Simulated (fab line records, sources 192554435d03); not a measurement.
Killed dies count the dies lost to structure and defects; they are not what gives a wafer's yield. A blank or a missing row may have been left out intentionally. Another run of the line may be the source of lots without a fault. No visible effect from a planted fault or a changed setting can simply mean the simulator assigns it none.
fab line records    flow n5Finfet    part 1 of 2: steps 1 to 20 of 27
record: lots: 5  wafers: 15  lastDay: 17
route steps=1938 shown HKMG_FIN@385
lots that met no fault: taken from a fault-free run of the same line
startH: the number of hours between the record's first day and the start of the first shown wafer of the lot    waitH: hours from the lot's prior step to this one    " the same as in the row above    L1.1+2: several wafers, shown together as one row    - no value, or no start given    * or withheld: withheld    < > ~ a bound
route shown NAME@n: a module of which the file shows steps, and the number in the route of the first    usual: average and standard deviation across the fault-free wafers    same: alike in all rows    chamber/n: place in a boat    sites: the reading at each site    _std_site: the values' standard deviation    _edge_site: mean of outer sites minus mean of inner sites    radiusMm: how far each site lies from the wafer's centre    mask NAME#n: copy n    behind: tool/chamber where the wafer was last shaped    hold: why the lot was held/for how many hours/how that ended    device: whichever transistor did not switch (one of n, p or np)    end of line: tests of these same wafers at the route's end    a step given without rows: its recipe and nothing more    killed: the dies lost at the first sort to structure and to defects; this is not the yield of the wafer    map: the dies of a wafer, with x for killed, . for not killed, _ for no die there
set.NAME: setting as actually run; set.NAME@STEP: the setting as run at that earlier step    model.NAME: the simulator's own value behind a step, which no gauge read
lots at selected steps of the route; one table per step, one row per wafer
services: when a tool's chamber went out of use (startH, in hours from the record's first day, below 0 if earlier), for how many hours, and the reason
== steps ==
step: N5_HKMG_FIN_IL_REGROW_00
recipe: material: SiO2  targetThkA: 7.5  chemistry: O3  tempC: withheld  timeS: 30
lot.wafer   tool      chamber  startH  waitH
L077.1+3+4  aldHk-03  2,1,3    88.97   0.0
L080.2+5+6  aldHk-01  1,2,1    107.11  0.0
L086.1+3+4  aldHk-03  0,2,3    144.32  0.0
L090.2+4+6  aldHk-03  2,0,2    165.75  0.0
L091.3+5+6  aldHk-01  0,2,1    172.41  0.0
step: N5_HKMG_FIN_HK_ALD_01
recipe: material: HfO2  targetThkA: 16  tempC: withheld  aldPrecursorFamily: HfCl4  aldCoReactant: H2O  pulseTimeS: 3  purgeTimeS: 3  coReactantPurgeTimeS: 2.5  coReactantPulseTimeS: 0.3  aldCycles: 30
usual: precursorPulseHeightRel: 1.004/0.017
lot.wafer  tool      chamber  startH  waitH  precursorPulseHeightRel
L077.1     aldHk-03  2        89.02   0.0    1.000
L077.3     "         1        "       "      1.029
L077.4     "         3        "       "      1.009
L080.2     aldHk-01  1        107.16  0.0    1.002
L080.5     "         2        "       "      1.000
L080.6     "         1        "       "      0.995
L086.1     aldHk-03  0        144.37  0.0    0.993
L086.3     "         2        "       "      1.020
L086.4     "         3        "       "      1.033
L090.2     aldHk-03  2        165.80  0.0    1.008
L090.4     "         0        "       "      0.982
L090.6     "         2        "       "      1.020
L091.3     aldHk-01  0        172.46  0.0    0.991
L091.5     "         2        "       "      0.991
L091.6     "         1        "       "      0.998
step: N5_HKMG_FIN_HK_ANNEAL_02
recipe: tempC: 700  timeS: 30  ambient: N2  idleTempC: 600  rampUpCPerS: 150  rampDownCPerS: 60  coolToC: 600
usual: lampPowerPct: 8.80/0.049  lamp_zone_1_pct: 8.797/0.01  lamp_zone_4_pct: 8.793/0.011  wafer_temp_C_max: 702.9/0.73
lot.wafer  tool          chamber  startH  waitH  lampPowerPct  lamp_zone_1_pct  lamp_zone_4_pct  wafer_temp_C_max
L077.1     rtpAnneal-02  0        89.20   0.1    8.75          8.803            8.779            702.5
L077.3     "             0        "       "      8.83          8.790            8.795            704.0
L077.4     "             0        "       "      8.76          8.796            8.778            703.7
L080.2     rtpAnneal-02  0        107.37  0.1    8.75          8.812            8.813            702.7
L080.5     "             0        "       "      8.80          8.793            8.786            705.3
L080.6     "             0        "       "      8.76          8.801            8.799            702.5
L086.1     rtpAnneal-01  0        144.56  0.1    8.82          8.794            8.814            702.6
L086.3     "             0        "       "      8.81          8.810            8.810            703.1
L086.4     "             0        "       "      8.81          8.809            8.803            702.9
L090.2     rtpAnneal-02  0        166.15  0.3    8.80          8.801            8.815            703.2
L090.4     "             0        "       "      8.79          8.809            8.777            703.0
L090.6     "             0        "       "      8.81          8.804            8.777            702.7
L091.3     rtpAnneal-01  0        172.70  0.2    8.76          8.806            8.786            702.1
L091.5     "             0        "       "      8.85          8.790            8.790            703.9
L091.6     "             0        "       "      8.83          8.790            8.780            702.7
step: N5_HKMG_FIN_ALD_74
recipe: material: La2O3  targetThkA: 5  tempC: 250  aldPrecursorFamily: La-Cp  aldCoReactant: O3  pulseTimeS: 6  coReactantPulseTimeS: 1  purgeTimeS: 3  coReactantPurgeTimeS: 3
usual: heaterPowerW: 347/44  precursorPulseHeightRel: 1.001/0.019
lot.wafer  tool      chamber  startH  waitH  heaterPowerW  precursorPulseHeightRel
L077.1     aldHk-01  0        89.42   0.2    306           1.032
L077.3     "         1        "       "      335           0.980
L077.4     "         2        "       "      280           0.999
L080.2     aldHk-02  3        107.56  0.2    369           0.998
L080.5     "         0        "       "      328           0.999
L080.6     "         1        "       "      423           1.004
L086.1     aldHk-01  1        144.77  0.2    338           0.968
L086.3     "         0        "       "      302           0.986
L086.4     "         3        "       "      383           1.033
L090.2     aldHk-02  2        166.33  0.2    340           0.991
L090.4     "         0        "       "      330           0.989
L090.6     "         0        "       "      336           0.996
L091.3     aldHk-03  1        172.86  0.1    349           0.983
L091.5     "         2        "       "      368           0.982
L091.6     "         3        "       "      362           1.013
step: N5_HKMG_FIN_ALD_75
recipe: material: Al2O3  targetThkA: 10  tempC: 150  aldPrecursorFamily: TMA  aldCoReactant: H2O  pulseTimeS: withheld  coReactantPulseTimeS: 1
usual: heaterPowerW: 150/19  precursorPulseHeightRel: 0.998/0.02
lot.wafer  tool      chamber  startH  waitH  heaterPowerW  precursorPulseHeightRel
L077.1     aldHk-01  0        89.49   0.0    130           1.019
L077.3     "         1        "       "      147           1.008
L077.4     "         2        "       "      122           1.005
L080.2     aldHk-02  3        107.63  0.0    160           1.032
L080.5     "         0        "       "      144           1.021
L080.6     "         1        "       "      182           0.982
L086.1     aldHk-01  1        144.85  0.0    145           1.036
L086.3     "         0        "       "      127           1.009
L086.4     "         3        "       "      166           0.992
L090.2     aldHk-02  2        166.41  0.0    150           0.964
L090.4     "         0        "       "      144           1.011
L090.6     "         0        "       "      140           0.996
L091.3     aldHk-03  1        172.94  0.0    149           1.020
L091.5     "         2        "       "      161           1.002
L091.6     "         3        "       "      153           0.984
step: N5_HKMG_FIN_COAT_41
recipe: resist: SOC  tempC: 250  timeS: 60  spinRpm: 1500  resistThkNm: 300
usual: exhaustPa: 45.0/0.99
lot.wafer  tool           chamber  startH  waitH  exhaustPa
L077.1     lithoTrack-05  0        89.59   -      46.6
L077.3     "              0        "       "      44.8
L077.4     "              0        "       "      45.2
L080.2     lithoTrack-03  0        107.73  -      43.9
L080.5     "              0        "       "      45.4
L080.6     "              0        "       "      45.6
L086.1     lithoTrack-05  0        144.95  -      43.8
L086.3     "              0        "       "      47.4
L086.4     "              0        "       "      46.0
L090.2     lithoTrack-05  0        166.51  -      46.3
L090.4     "              0        "       "      44.3
L090.6     "              0        "       "      45.5
L091.3     lithoTrack-03  0        173.03  -      43.4
L091.5     "              0        "       "      44.6
L091.6     "              0        "       "      44.2
step: N5_HKMG_FIN_COAT_42
recipe: resist: SiARC  tempC: 220  timeS: 60  spinRpm: 1500  resistThkNm: 35
usual: exhaustPa: 45.1/0.92
lot.wafer  tool           chamber  startH  waitH  exhaustPa
L077.1     lithoTrack-05  0        -       -      46.3
L077.3     "              0        "       "      46.2
L077.4     "              0        "       "      46.0
L080.2     lithoTrack-03  0        -       -      47.3
L080.5     "              0        "       "      44.9
L080.6     "              0        "       "      45.4
L086.1     lithoTrack-05  0        -       -      44.7
L086.3     "              0        "       "      45.6
L086.4     "              0        "       "      44.1
L090.2     lithoTrack-05  0        -       -      43.6
L090.4     "              0        "       "      45.1
L090.6     "              0        "       "      43.4
L091.3     lithoTrack-03  0        -       -      45.1
L091.5     "              0        "       "      45.9
L091.6     "              0        "       "      45.9
step: N5_HKMG_FIN_COAT_43
recipe: resist: CAR-ArF  spinRpm: 1500  resistThkNm: 90
usual: exhaustPa: 44.8/0.87
lot.wafer  tool           chamber  startH  waitH  exhaustPa
L077.1     lithoTrack-05  0        -       -      44.4
L077.3     "              0        "       "      45.5
L077.4     "              0        "       "      45.5
L080.2     lithoTrack-03  0        -       -      45.4
L080.5     "              0        "       "      45.0
L080.6     "              0        "       "      44.3
L086.1     lithoTrack-05  0        -       -      44.0
L086.3     "              0        "       "      44.8
L086.4     "              0        "       "      45.1
L090.2     lithoTrack-05  0        -       -      45.8
L090.4     "              0        "       "      44.8
L090.6     "              0        "       "      44.3
L091.3     lithoTrack-03  0        -       -      43.9
L091.5     "              0        "       "      44.6
L091.6     "              0        "       "      44.0
step: N5_HKMG_FIN_EBR_45
recipe: solvent: PGMEA  ebrWidthMm: 1.5
usual: exhaustPa: 44.9/0.96
lot.wafer  tool           chamber  startH  waitH  exhaustPa
L077.1     lithoTrack-05  0        -       -      45.8
L077.3     "              0        "       "      45.0
L077.4     "              0        "       "      44.6
L080.2     lithoTrack-03  0        -       -      45.0
L080.5     "              0        "       "      44.1
L080.6     "              0        "       "      43.8
L086.1     lithoTrack-05  0        -       -      45.2
L086.3     "              0        "       "      44.3
L086.4     "              0        "       "      44.5
L090.2     lithoTrack-05  0        -       -      45.5
L090.4     "              0        "       "      45.8
L090.6     "              0        "       "      45.6
L091.3     lithoTrack-03  0        -       -      43.5
L091.5     "              0        "       "      44.9
L091.6     "              0        "       "      43.8
step: N5_HKMG_FIN_SOFTBAKE_44
recipe: tempC: 110  timeS: 60  resist: CAR-ArF
usual: exhaustPa: 44.8/1
lot.wafer  tool           chamber  startH  waitH  exhaustPa
L077.1     lithoTrack-05  0        -       -      45.1
L077.3     "              0        "       "      46.0
L077.4     "              0        "       "      44.5
L080.2     lithoTrack-03  0        -       -      44.5
L080.5     "              0        "       "      43.6
L080.6     "              0        "       "      44.9
L086.1     lithoTrack-05  0        -       -      46.3
L086.3     "              0        "       "      45.0
L086.4     "              0        "       "      46.3
L090.2     lithoTrack-05  0        -       -      46.2
L090.4     "              0        "       "      47.5
L090.6     "              0        "       "      45.1
L091.3     lithoTrack-03  0        -       -      44.2
L091.5     "              0        "       "      44.6
L091.6     "              0        "       "      45.6
step: N5_HKMG_FIN_EXPOSE_46
recipe: maskId: NDIPOLE  na: 1.35  sourceShape: conventional  sigmaOuter: 0.8  polarization: unpolarized  doseMj: 40
usual: reticleTempC: 23.00/0.11  stageVelMmS: 499.95/0.22
lot.wafer  tool            chamber  startH  waitH  mask       reticleTempC  stageVelMmS
L077.1     arfiScanner-01  0        89.84   -      NDIPOLE#0  22.96         499.55
L077.3     "               0        "       "      NDIPOLE#0  22.96         500.30
L077.4     "               0        "       "      NDIPOLE#0  23.07         499.77
L080.2     arfiScanner-01  0        107.86  -      NDIPOLE#0  22.68         500.39
L080.5     "               0        "       "      NDIPOLE#0  22.95         499.89
L080.6     "               0        "       "      NDIPOLE#0  22.73         500.40
L086.1     arfiScanner-02  0        145.19  -      NDIPOLE#0  23.10         500.16
L086.3     "               0        "       "      NDIPOLE#0  23.15         499.96
L086.4     "               0        "       "      NDIPOLE#0  23.11         499.49
L090.2     arfiScanner-01  0        166.75  -      NDIPOLE#0  22.99         499.96
L090.4     "               0        "       "      NDIPOLE#0  22.88         499.76
L090.6     "               0        "       "      NDIPOLE#0  22.89         500.09
L091.3     arfiScanner-02  0        173.29  -      NDIPOLE#0  23.01         500.04
L091.5     "               0        "       "      NDIPOLE#0  23.02         499.93
L091.6     "               0        "       "      NDIPOLE#0  23.01         499.43
step: N5_HKMG_FIN_PEB_47
recipe: pebTempC: withheld  pebTimeS: 60  resist: CAR-ArF
usual: exhaustPa: 44.9/0.93
lot.wafer  tool           chamber  startH  waitH  exhaustPa
L077.1     lithoTrack-03  0        89.89   0.1    45.3
L077.3     "              0        "       "      46.4
L077.4     "              0        "       "      45.6
L080.2     lithoTrack-03  0        107.91  0.0    44.4
L080.5     "              0        "       "      45.4
L080.6     "              0        "       "      45.0
L086.1     lithoTrack-02  0        145.25  0.1    44.5
L086.3     "              0        "       "      44.9
L086.4     "              0        "       "      44.9
L090.2     lithoTrack-05  0        166.81  0.0    43.6
L090.4     "              0        "       "      42.8
L090.6     "              0        "       "      44.8
L091.3     lithoTrack-03  0        173.34  0.0    43.5
L091.5     "              0        "       "      44.2
L091.6     "              0        "       "      44.8
step: N5_HKMG_FIN_DEVELOP_48
recipe: developTimeS: 30  developer: TMAH  resist: CAR-ArF  rinseLiquid: diw  dry: airSpin  devTempC: 23
usual: exhaustPa: 45.2/0.9
lot.wafer  tool           chamber  startH  waitH  exhaustPa
L077.1     lithoTrack-03  0        -       -      45.1
L077.3     "              0        "       "      46.5
L077.4     "              0        "       "      47.8
L080.2     lithoTrack-03  0        -       -      45.8
L080.5     "              0        "       "      46.9
L080.6     "              0        "       "      45.5
L086.1     lithoTrack-02  0        -       -      45.1
L086.3     "              0        "       "      45.7
L086.4     "              0        "       "      44.6
L090.2     lithoTrack-05  0        -       -      44.5
L090.4     "              0        "       "      42.5
L090.6     "              0        "       "      44.6
L091.3     lithoTrack-03  0        -       -      45.0
L091.5     "              0        "       "      44.3
L091.6     "              0        "       "      45.3
step: N5_HKMG_FIN_CD_MEAS_49
recipe: targetCdNm: 202  landingEnergyEv: 500  detector: seInlens  polarity: opening
usual: cdNm: 202.5/0.77
lot.wafer  tool      chamber  startH  waitH  cdNm
L077.1     cdSem-02  0        89.96   -      201.9
L077.3     "         0        "       "      201.0
L077.4     "         0        "       "      202.6
L080.2     cdSem-01  0        107.98  -      203.0
L080.5     "         0        "       "      202.3
L080.6     "         0        "       "      203.2
L086.1     cdSem-02  0        145.32  -      203.1
L086.3     "         0        "       "      204.0
L086.4     "         0        "       "      203.0
L090.2     cdSem-02  0        166.87  -      203.3
L090.4     "         0        "       "      202.9
L090.6     "         0        "       "      202.5
L091.3     cdSem-01  0        173.40  -      202.5
L091.5     "         0        "       "      202.3
L091.6     "         0        "       "      202.4
step: N5_HKMG_FIN_OVL_MEAS_50
recipe: pointsPerWafer: 44
usual: NDIPOLE_OVL: -0.2/0.73
lot.wafer  tool        chamber  startH  waitH  NDIPOLE_OVL[nm]
L077.1     overlay-02  0        89.99   0.0    0.4
L077.3     "           0        "       "      -0.7
L077.4     "           0        "       "      -0.5
L080.2     overlay-02  0        108.01  0.0    0.8
L080.5     "           0        "       "      0.4
L080.6     "           0        "       "      0.2
L086.1     overlay-02  0        145.35  0.0    -0.2
L086.3     "           0        "       "      -1.2
L086.4     "           0        "       "      0.0
L090.2     overlay-01  0        166.90  0.0    -0.5
L090.4     "           0        "       "      0.1
L090.6     "           0        "       "      0.8
L091.3     overlay-02  0        173.45  0.0    0.3
L091.5     "           0        "       "      0.7
L091.6     "           0        "       "      -0.5
step: N5_HKMG_FIN_INSPECT_61
recipe: mode: adi  inspectInstrument: macro
usual: rawDefectCount: 2.1/1.3
lot.wafer  tool              chamber  startH  waitH  rawDefectCount
L077.1     defectInspect-01  -        90.01   0.0    2
L077.3     "                 -        "       "      1
L077.4     "                 -        "       "      3
L080.2     defectInspect-02  -        108.03  0.0    2
L080.5     "                 -        "       "      4
L080.6     "                 -        "       "      1
L086.1     defectInspect-02  -        145.37  0.0    3
L086.3     "                 -        "       "      0
L086.4     "                 -        "       "      2
L090.2     defectInspect-01  -        166.93  0.0    2
L090.4     "                 -        "       "      1
L090.6     "                 -        "       "      1
L091.3     defectInspect-01  -        173.47  0.0    2
L091.5     "                 -        "       "      1
L091.6     "                 -        "       "      6
step: N5_HKMG_FIN_DESCUM_53
recipe: chemistry: O2  timeS: 7.9  sourcePowerW: 50  biasPowerW: 20  pressureMtorr: 20  rfFrequencyHz: 2.712e+07  tempC: 40  resist: CAR-ArF  o2FlowSccm: 225
usual: drypumpMotorCurrentA: 5.8/0.44  oesProductAu: 0.75/0.089  rfVppV: 243.6/1.1  showerheadPlenumPTorr: 2.12/0.064  tempC: 40.01/0.12  throttleValvePct: 20.45/0.18
lot.wafer  tool        chamber  startH  waitH  drypumpMotorCurrentA  oesProductAu  rfHoursCounterH  rfVppV  showerheadPlenumPTorr  tempC  throttleValvePct
L077.1     rieDiel-06  1        90.05   0.0    6.5                   0.71          220              243.2   2.16                   40.01  20.34
L077.3     "           2        "       "      6.4                   0.69          241              244.9   2.17                   40.07  20.60
L077.4     "           0        "       "      5.3                   0.71          173              242.2   2.00                   40.27  20.44
L080.2     rieDiel-05  2        108.06  0.0    5.7                   0.79          96               244.2   2.20                   39.93  20.37
L080.5     "           3        "       "      6.1                   0.71          -                242.5   2.06                   39.97  20.43
L080.6     "           2        "       "      5.7                   0.80          -                243.3   2.20                   39.80  20.38
L086.1     rieDiel-04  1        145.41  0.0    5.4                   0.73          219              243.2   2.16                   39.90  20.49
L086.3     "           3        "       "      5.3                   0.73          218              241.5   2.07                   39.82  20.63
L086.4     "           0        "       "      5.3                   0.67          232              245.2   2.16                   40.18  20.89
L090.2     rieDiel-04  2        167.12  0.2    5.9                   0.82          103              245.8   2.21                   39.89  20.56
L090.4     "           1        "       "      5.4                   0.73          226              243.0   2.16                   40.21  20.52
L090.6     "           2        "       "      5.9                   0.82          -                244.5   2.21                   40.05  20.56
L091.3     rieDiel-06  3        173.87  0.4    5.7                   0.88          21               242.9   2.12                   39.95  20.01
L091.5     "           2        "       "      6.4                   0.92          -                243.3   2.16                   40.04  20.34
L091.6     "           3        "       "      5.7                   0.89          -                243.0   2.12                   39.92  20.01
step: N5_HKMG_FIN_ETCH_54
recipe: chemistry: CF4  target: SiARC  targetDepthA: 455  maskMaterial: CAR-ArF  timeS: 75.8  ionEnergyEv: 80  pressureMtorr: 40  sourceW: 545  biasW: 36  Ar_flow_sccm: 100  cf4FlowSccm: 100  ends: cleared
usual: drypumpMotorCurrentA: 5.8/0.43  etchRfOnTimeS: 75.7/2  mfcArSccm: 100.0/0.3  oesProductAu: 0.64/0.072  rfVppV: 184.5/1  showerheadPlenumPTorr: 2.17/0.057  throttleValvePct: 15.68/0.2
lot.wafer  tool        chamber  startH  waitH  drypumpMotorCurrentA  etchRfOnTimeS  mfcArSccm  oesProductAu  rfHoursCounterH  rfVppV  showerheadPlenumPTorr  throttleValvePct
L077.1     rieDiel-06  1        90.08   0.0    6.5                   73.7           100.3      0.62          220              185.1   2.22                   15.70
L077.3     "           2        "       "      6.4                   76.6           99.7       0.59          241              183.3   2.18                   15.69
L077.4     "           0        "       "      5.4                   79.3           99.8       0.59          173              183.3   2.07                   15.75
L080.2     rieDiel-05  2        108.10  0.0    5.6                   74.5           99.8       0.68          96               185.1   2.25                   15.61
L080.5     "           3        "       "      6.1                   75.5           100.3      0.60          -                185.6   2.12                   15.79
L080.6     "           2        "       "      5.7                   74.4           99.8       0.69          -                184.6   2.25                   15.58
L086.1     rieDiel-04  1        145.44  0.0    5.4                   75.9           99.4       0.62          219              185.0   2.20                   15.73
L086.3     "           3        "       "      5.3                   72.6           99.5       0.63          218              183.9   2.12                   15.93
L086.4     "           0        "       "      5.3                   76.1           100.1      0.59          232              185.3   2.20                   15.96
L090.2     rieDiel-04  2        167.15  0.0    5.9                   75.8           99.9       0.70          103              184.7   2.25                   15.70
L090.4     "           1        "       "      5.4                   75.7           99.9       0.62          226              182.4   2.20                   15.74
L090.6     "           2        "       "      5.8                   75.5           99.4       0.70          -                186.0   2.25                   15.70
L091.3     rieDiel-06  3        173.90  0.0    5.7                   74.7           99.6       0.77          21               183.4   2.18                   15.28
L091.5     "           2        "       "      6.4                   75.2           100.2      0.81          -                184.9   2.18                   15.25
L091.6     "           3        "       "      5.7                   73.5           99.9       0.77          -                183.5   2.18                   15.27
step: N5_HKMG_FIN_ETCH_55
recipe: chemistry: N2/H2  target: SOC  targetDepthA: 2400  tempC: 40  timeS: 300  ionEnergyEv: 200  maskMaterial: SiARC  pressureMtorr: 30  sourceW: 840  biasW: 150  n2FlowSccm: 200  h2FlowSccm: 200
usual: drypumpMotorCurrentA: 5.8/0.43  oesProductAu: 0.75/0.083  rfVppV: 524.8/2.3  showerheadPlenumPTorr: 2.58/0.076  tempC: 40.01/0.094  throttleValvePct: 17.86/0.23
lot.wafer  tool        chamber  startH  waitH  drypumpMotorCurrentA  oesProductAu  rfHoursCounterH  rfVppV  showerheadPlenumPTorr  tempC  throttleValvePct
L077.1     rieDiel-06  1        90.14   0.0    6.5                   0.73          221              527.1   2.60                   40.03  17.70
L077.3     "           2        "       "      6.4                   0.71          241              523.9   2.60                   39.92  17.77
L077.4     "           0        "       "      5.3                   0.70          173              520.5   2.41                   39.96  17.73
L080.2     rieDiel-05  2        108.16  0.0    5.6                   0.80          96               527.0   2.69                   39.99  17.97
L080.5     "           3        "       "      6.2                   0.71          -                522.9   2.53                   40.02  18.19
L080.6     "           2        "       "      5.7                   0.80          -                527.2   2.69                   40.13  17.95
L086.1     rieDiel-04  1        145.50  0.0    5.4                   0.71          219              525.1   2.64                   39.91  18.20
L086.3     "           3        "       "      5.3                   0.72          218              523.4   2.51                   40.09  17.97
L086.4     "           0        "       "      5.3                   0.70          233              527.6   2.60                   40.14  18.09
L090.2     rieDiel-04  2        167.21  0.0    5.9                   0.81          103              527.7   2.66                   39.90  17.75
L090.4     "           1        "       "      5.4                   0.72          226              525.0   2.64                   40.11  18.22
L090.6     "           2        "       "      5.9                   0.82          -                526.7   2.66                   39.86  17.74
L091.3     rieDiel-06  3        173.96  0.0    5.7                   0.89          21               525.4   2.60                   40.07  17.50
L091.5     "           2        "       "      6.4                   0.96          -                526.9   2.58                   39.95  17.43
L091.6     "           3        "       "      5.7                   0.89          -                526.4   2.60                   40.04  17.51
step: N5_HKMG_FIN_STRIP_56
recipe: chemistry: N2/H2  tempC: 40  n2FlowSccm: 200  h2FlowSccm: 200  rfFrequencyHz: 6e+07
lot.wafer   tool        chamber  startH  waitH
L077.1+3+4  rieDiel-06  1,2,0    90.32   0.1
L080.2+5+6  rieDiel-05  2,3,2    108.34  0.1
L086.1+3+4  rieDiel-04  1,3,0    145.68  0.1
L090.2+4+6  rieDiel-04  2,1,2    167.39  0.1
L091.3+5+6  rieDiel-06  3,2,3    174.14  0.1
